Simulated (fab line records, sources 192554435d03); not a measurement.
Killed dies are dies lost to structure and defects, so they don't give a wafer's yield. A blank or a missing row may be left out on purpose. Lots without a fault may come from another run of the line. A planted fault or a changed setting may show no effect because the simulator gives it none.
Chamber matching | flow n5_finfet | N5_BEOL_M9_ETCH_61 on rie_diel-05: 4 sister chambers
The step etches SiARC in CF4, target depth 39 nm, time 65 s. 4 wafers are shown with their chamber, then 7 later ones without.

WAFERS WITH THEIR CHAMBER
wafer  | chamber | showerhead_plenum_p_Torr (Torr)
L078.3 | 3       | 2.20
L085.3 | 0       | 2.18
L087.3 | 1       | 2.07
L087.4 | 2       | 2.14

WAFERS WITHOUT THEIR CHAMBER
wafer  | showerhead_plenum_p_Torr (Torr)
L087.5 | 2.18
L094.1 | 2.19
L094.2 | 2.07
L094.4 | 2.13
L097.1 | 2.19
L097.4 | 2.13
L097.6 | 2.07

WHICH CHAMBER EACH WENT THROUGH
wafer  | from the rows above     | in truth
L087.5 | 0                       | 0
L094.1 | can't be placed: 0 or 3 | 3
L094.2 | 1                       | 1
L094.4 | 2                       | 2
L097.1 | can't be placed: 0 or 3 | 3
L097.4 | 2                       | 2
L097.6 | 1                       | 1
Placed correctly: 5 of 7. Can't be placed from these rows: 2 (the true chamber is among the candidates in 2). Placed wrongly: 0.
How it was worked out, from the rows above alone: a wafer's distance from a chamber is the root of the sum, over the readings, of the square of ((its reading less the chamber's mean) divided by the reading's scatter). The wafer belongs to the nearest chamber; if the next one is less than 2 further off, it can't be placed. A chamber's mean is the mean of its shown wafers. The scatter: with one shown wafer a chamber, the root of the mean of the squares of how far each hidden wafer lies from its nearest shown one.
